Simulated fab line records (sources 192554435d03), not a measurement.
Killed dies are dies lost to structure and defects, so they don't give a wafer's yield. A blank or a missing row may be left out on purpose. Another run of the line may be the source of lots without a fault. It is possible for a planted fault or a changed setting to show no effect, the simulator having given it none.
fab line records ; flow n5-finfet
[record] lots = 10; wafers = 30; last-day = 16
route steps=1938 shown BEOL_M13@1703 BEOL_M14@1733
lots that met no fault: taken from a fault-free run of the same line
start-h: hours from the record's opening day to when the first of the lot's shown wafers began ; wait-h: hours elapsed since this lot's preceding step ; " unchanged from the row above ; L1.1+2: one row covering several wafers at once ; - no value present, or no start provided ; * or withheld: withheld ; < > ~ a bound
route shown NAME@n: NAME is a module with steps in the file, n the number in the route of the first one ; usual: average and standard deviation across the fault-free wafers ; same: alike in all rows ; chamber/n: place in a boat ; sites: the reading at each site ; _std_site: the values' standard deviation ; _edge_site: mean of outer sites minus mean of inner sites ; radius-mm: for every site, how far away it sits from the centre of the wafer ; mask NAME#n: copy n ; behind: the last tool/chamber to shape the wafer ; hold: cause of the lot's hold/its duration in hours/its outcome ; device: transistor that didn't switch, given as n, p or np ; end of line: the tests these same wafers got at the end of their route ; a step without rows: its recipe alone ; killed: not the wafer's yield, but the dies lost to structure and defects at the first sort ; map: per-die view of a wafer (x killed, . not killed, _ where there is no die)
set.NAME: the setting the step ran with; set.NAME@STEP: the setting that earlier step ran with ; model.NAME: the simulator's own value behind a step, which no gauge read
one table for each step of the route and one row for each wafer, over a sample of lots
services: when a tool's chamber went out of use (start-h, in hours from the record's first day, below 0 if earlier), for how many hours, and the reason
[[steps]]
[step N5_BEOL_M13_DEGAS_41]
[recipe] ambient = vacuum; temp-c = 250; time-s = 60
[usual] heater-power-w = 335/24; susceptor-temp-C = 250.00/0.16
lot.wafer;tool;chamber;start-h;wait-h;heater-power-w;susceptor-temp-C
L979.2;pvd-sputter-02;-;269.16;0.1;362;249.92
L979.3;pvd-sputter-02;-;269.16;0.1;317;249.95
L979.4;pvd-sputter-02;-;269.16;0.1;349;250.02
L978.2;pvd-sputter-02;-;277.91;0.7;346;250.02
L978.3;pvd-sputter-02;-;277.91;0.7;356;250.02
L978.6;pvd-sputter-02;-;277.91;0.7;360;249.93
L982.1;pvd-sputter-02;-;294.68;0.1;320;249.95
L982.2;pvd-sputter-02;-;294.68;0.1;358;250.13
L982.4;pvd-sputter-02;-;294.68;0.1;365;250.32
L984.1;pvd-sputter-02;-;308.47;0.6;365;249.98
L984.2;pvd-sputter-02;-;308.47;0.6;357;250.02
L984.4;pvd-sputter-02;-;308.47;0.6;316;249.83
L985.2;pvd-sputter-02;-;314.73;0.4;362;250.35
L985.4;pvd-sputter-02;-;314.73;0.4;351;249.99
L985.5;pvd-sputter-02;-;314.73;0.4;354;249.94
L983.3;pvd-sputter-03;-;314.81;0.2;339;250.26
L983.4;pvd-sputter-03;-;314.81;0.2;285;250.04
L983.5;pvd-sputter-03;-;314.81;0.2;339;249.93
L987.1;pvd-sputter-03;-;323.55;0.5;281;250.04
L987.2;pvd-sputter-03;-;323.55;0.5;302;249.90
L987.6;pvd-sputter-03;-;323.55;0.5;335;250.07
L989.3;pvd-sputter-01;-;335.79;1.9;302;249.67
L989.4;pvd-sputter-01;-;335.79;1.9;326;249.98
L989.5;pvd-sputter-01;-;335.79;1.9;315;249.91
L988.1;pvd-sputter-02;-;336.29;0.3;356;250.07
L988.4;pvd-sputter-02;-;336.29;0.3;356;250.04
L988.5;pvd-sputter-02;-;336.29;0.3;350;249.83
L991.3;pvd-sputter-01;-;363.13;0.1;307;250.25
L991.4;pvd-sputter-01;-;363.13;0.1;305;249.87
L991.6;pvd-sputter-01;-;363.13;0.1;353;250.14
[step N5_BEOL_M13_SPUTTER_43]
[recipe] material = TaN; target-thk-a = 150; temp-c = 50; bias-v = 168.6; power-w = 15000; chamber-pressure-pa = 0.12; time-s = 24.19
[usual] susceptor-temp-C = 50.00/0.12; throttle-valve-pct = 29.7/0.91
lot.wafer;tool;chamber;start-h;wait-h;susceptor-temp-C;throttle-valve-pct
L979.2;pvd-sputter-02;-;269.24;0.0;49.75;31.0
L979.3;pvd-sputter-02;-;269.24;0.0;49.91;29.2
L979.4;pvd-sputter-02;-;269.24;0.0;50.05;29.6
L978.2;pvd-sputter-02;-;277.99;0.0;50.04;31.3
L978.3;pvd-sputter-02;-;277.99;0.0;49.99;30.3
L978.6;pvd-sputter-02;-;277.99;0.0;50.12;31.4
L982.1;pvd-sputter-02;-;294.76;0.0;49.98;29.4
L982.2;pvd-sputter-02;-;294.76;0.0;50.29;31.1
L982.4;pvd-sputter-02;-;294.76;0.0;50.13;30.6
L984.1;pvd-sputter-02;-;308.55;0.0;49.92;30.4
L984.2;pvd-sputter-02;-;308.55;0.0;49.92;31.5
L984.4;pvd-sputter-02;-;308.55;0.0;50.00;29.4
L985.2;pvd-sputter-02;-;314.81;0.0;49.95;30.3
L985.4;pvd-sputter-02;-;314.81;0.0;50.10;29.6
L985.5;pvd-sputter-02;-;314.81;0.0;50.01;29.8
L983.3;pvd-sputter-03;-;314.89;0.0;49.96;31.6
L983.4;pvd-sputter-03;-;314.89;0.0;49.89;29.5
L983.5;pvd-sputter-03;-;314.89;0.0;49.86;31.7
L987.1;pvd-sputter-03;-;323.63;0.0;50.22;29.4
L987.2;pvd-sputter-03;-;323.63;0.0;49.89;28.7
L987.6;pvd-sputter-03;-;323.63;0.0;49.75;31.5
L989.3;pvd-sputter-01;-;335.87;0.0;49.96;30.0
L989.4;pvd-sputter-01;-;335.87;0.0;50.25;29.6
L989.5;pvd-sputter-01;-;335.87;0.0;50.07;29.1
L988.1;pvd-sputter-02;-;336.37;0.0;50.00;31.2
L988.4;pvd-sputter-02;-;336.37;0.0;49.89;30.5
L988.5;pvd-sputter-02;-;336.37;0.0;49.92;31.3
L991.3;pvd-sputter-01;-;363.21;0.0;50.08;29.6
L991.4;pvd-sputter-01;-;363.21;0.0;50.02;29.6
L991.6;pvd-sputter-01;-;363.21;0.0;50.10;30.1
[step N5_BEOL_M13_CMP_49]
[recipe] stop-on = SiOC; t-overpolish-s = 17.1; down-force-psi = 1; platen-rpm = 50; clearing-platen-down-force-psi = 1.5; clearing-platen-rpm = 50; post-cmp-clean = cu-alkaline; target-thk-nm = 420; clearing-platen-pad-velocity-m-s = 0.99484; pad-velocity-m-s = 0.99484
[usual] barrier-field-endpoint-s = 30.7/0.72; motor-current-A = 6.3/0.87; overpolish-run-s = 17.099/0.0091; pad-life-wafers = 909/650; platen-rpm = 50.004/0.026
lot.wafer;tool;chamber;start-h;wait-h;barrier-field-endpoint-s;motor-current-A;overpolish-run-s;pad-life-wafers;platen-rpm
L979.2;cmp-03;3;269.98;0.2;31.2;7.5;17.092;336;50.009
L979.4;cmp-03;1;269.98;0.2;30.5;6.1;17.087;338;50.003
L979.3;cmp-03;2;269.98;0.2;30.7;5.4;17.094;339;50.006
L978.3;cmp-01;1;279.22;0.3;29.8;5.5;17.101;1410;50.004
L978.2;cmp-01;2;279.22;0.3;30.2;5.8;17.100;1411;50.044
L978.6;cmp-01;2;279.22;0.3;30.4;6.2;17.104;-;50.037
L982.4;cmp-01;3;295.50;0.1;29.4;6.3;17.108;1560;50.030
L982.1;cmp-01;1;295.50;0.1;30.3;5.4;17.100;1562;49.978
L982.2;cmp-01;2;295.50;0.1;30.2;6.2;17.107;1563;49.987
L984.2;cmp-03;2;309.29;0.2;30.3;5.1;17.104;594;49.998
L984.1;cmp-03;3;309.29;0.2;30.7;7.8;17.108;595;49.971
L984.4;cmp-03;0;309.29;0.2;30.8;7.0;17.102;596;50.015
L985.4;cmp-03;1;315.54;0.1;30.9;5.8;17.104;654;49.982
L985.2;cmp-03;2;315.54;0.1;30.4;5.3;17.105;655;49.979
L985.5;cmp-03;2;315.54;0.1;30.4;5.4;17.104;-;50.055
L983.3;cmp-04;2;315.89;0.2;31.2;7.6;17.094;1766;49.940
L983.4;cmp-04;3;315.89;0.2;30.8;6.0;17.095;1767;50.021
L983.5;cmp-04;0;315.89;0.2;31.3;5.9;17.101;-;49.970
L987.2;cmp-04;0;324.75;0.3;30.9;6.0;17.117;1825;50.028
L987.1;cmp-04;2;324.75;0.3;30.5;7.0;17.096;1827;49.987
L987.6;cmp-04;0;324.75;0.3;31.6;5.9;17.095;-;50.049
L989.3;cmp-04;1;337.06;0.2;31.0;7.3;17.093;1932;49.982
L989.4;cmp-04;2;337.06;0.2;31.8;7.6;17.098;1933;50.003
L989.5;cmp-04;2;337.06;0.2;31.8;7.3;17.111;-;50.013
L988.4;cmp-04;1;337.59;0.1;31.3;7.4;17.103;1938;50.023
L988.1;cmp-04;3;337.59;0.1;31.4;5.7;17.096;1940;50.028
L988.5;cmp-04;2;337.59;0.1;32.1;7.3;17.097;-;50.021
L991.3;cmp-03;2;364.30;0.3;30.7;5.3;17.112;978;50.045
L991.4;cmp-03;3;364.30;0.3;31.2;7.5;17.100;979;50.003
L991.6;cmp-03;3;364.30;0.3;30.5;7.4;17.102;-;49.967
[step N5_BEOL_M14_STRIP_64]
[recipe] chemistry = O2; power-w = 600; temp-c = 60; pressure-mtorr = 30; rf-frequency-hz = 6e+07; bias-power-w = 0; overash-fraction = 0.3; o2-flow-sccm = 225
[usual] bias-power-w = 0/0; chamber-pressure-mTorr = 30.000/0.025; drypump-motor-current-A = 5.6/0.51; oes-product-au = 0.78/0.083; rf-vpp-V = 3.6/0.47; showerhead-plenum-p-Torr = 2.10/0.086; throttle-valve-pct = 16.70/0.23
lot.wafer;tool;chamber;start-h;wait-h;bias-power-w;chamber-pressure-mTorr;drypump-motor-current-A;oes-product-au;rf-hours-counter-h;rf-vpp-V;showerhead-plenum-p-Torr;throttle-valve-pct
L979.2;rie-diel-04;3;271;-;0;29.993;5.1;0.75;159;3.7;2.08;16.81
L979.3;rie-diel-04;2;271;-;0;30.011;6.3;0.82;88;3.8;2.04;16.92
L979.4;rie-diel-04;1;271;-;0;29.992;5.8;0.73;211;3.7;1.98;16.59
L978.2;rie-diel-06;1;280;-;0;29.990;5.6;0.70;224;3.0;2.07;17.08
L978.3;rie-diel-06;3;280;-;0;30.047;4.9;0.89;37;3.3;2.23;16.63
L978.6;rie-diel-06;3;280;-;0;30.009;4.9;0.89;-;2.9;2.23;16.60
L982.1;rie-diel-05;0;297;-;0;30.034;5.9;0.73;164;3.4;2.18;17.00
L982.2;rie-diel-05;2;297;-;0;29.965;5.4;0.82;95;3.4;2.20;16.54
L982.4;rie-diel-05;1;297;-;0;29.974;5.1;0.82;84;3.8;2.02;16.49
L984.1;rie-diel-04;2;310;-;0;29.999;6.3;0.80;103;4.7;2.04;16.96
L984.2;rie-diel-04;1;310;-;0;30.001;5.9;0.71;227;4.2;1.98;16.63
L984.4;rie-diel-04;3;310;-;0;29.960;5.1;0.72;175;2.8;2.08;16.85
L985.2;rie-diel-05;1;316;-;0;29.979;5.1;0.81;91;3.4;2.01;16.51
L985.4;rie-diel-05;0;316;-;0;30.017;5.9;0.72;172;3.1;2.18;17.00
L985.5;rie-diel-05;3;316;-;0;30.012;6.4;0.91;-;4.4;2.23;16.36
L983.3;rie-diel-06;3;317;-;0;30.000;4.8;0.87;52;3.2;2.22;16.63
L983.4;rie-diel-06;1;317;-;0;29.997;5.6;0.70;237;3.5;2.07;17.10
L983.5;rie-diel-06;3;317;-;0;29.972;4.8;0.88;-;3.6;2.22;16.66
L987.1;rie-diel-05;1;326;-;-;-;-;-;-;-;-;-
L987.2;rie-diel-05;3;326;-;-;-;-;-;-;-;-;-
L987.6;rie-diel-05;3;326;-;-;-;-;-;-;-;-;-
L988.1;rie-diel-06;0;338;-;-;-;-;-;-;-;-;-
L988.4;rie-diel-06;2;339;-;-;-;-;-;-;-;-;-
L988.5;rie-diel-06;0;339;-;-;-;-;-;-;-;-;-
L989.3;rie-diel-04;0;339;-;0;30.000;5.7;0.94;11;3.5;2.13;16.28
L989.4;rie-diel-04;1;339;-;0;30.002;5.9;0.71;237;3.7;1.97;16.62
L989.5;rie-diel-04;3;339;-;0;30.017;5.1;0.73;-;4.0;2.08;16.86
L991.3;rie-diel-05;0;365;-;0;30.000;5.9;0.72;186;3.7;2.17;17.04
L991.4;rie-diel-05;1;365;-;0;30.010;5.1;0.80;104;3.5;2.01;16.51
L991.6;rie-diel-05;3;365;-;0;29.959;6.4;0.90;-;3.9;2.22;16.39
[[services]]
tool;chamber;start-h;hours;kind
cmp-03;-;253.93;3.2;repair
rie-diel-06;3;258.82;2.4;repair
rie-diel-04;0;292.44;-;clean
rie-diel-04;0;292.44;-;consumable-replace:focus-ring
rie-diel-04;0;292.44;17.5;scheduled-down
rie-diel-04;0;292.44;17.5;vent-cycle
cmp-03;-;296.25;6.3;repair
cmp-04;-;299.99;1.2;repair
pvd-sputter-02;-;316.01;7.5;repair
rie-diel-04;3;323.85;12.5;repair
rie-diel-04;2;328.65;1.8;repair
rie-diel-06;1;330.77;13.6;repair
pvd-sputter-03;-;341.29;2.4;repair
pvd-sputter-03;-;345.62;20.9;repair
rie-diel-05;-;352.93;2.8;pm
pvd-sputter-02;-;358.07;3.6;repair
rie-diel-06;2;358.97;-;clean
rie-diel-06;2;358.97;-;consumable-replace:focus-ring
rie-diel-06;2;358.97;15.0;scheduled-down
rie-diel-06;2;358.97;15.0;vent-cycle
cmp-01;-;365.37;4.0;pm
[[key]]
[first-sign] step = N5_BEOL_M14_STRIP_64; reading = tool-record; direction = missing
effect none on later readings
met-at N5_BEOL_M14_STRIP_64
struck-lots L987,L988
not-acting-at N5_BEOL_M13_DEGAS_41,N5_BEOL_M13_SPUTTER_43,N5_BEOL_M13_CMP_49
onset-between 317 326
[fault] kind = skipped-step-whole; tool = rie-diel-05,rie-diel-06; chamber = -; onset-h = 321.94; steps = N5_BEOL_M14_STRIP_64; scope = struck-lots-only
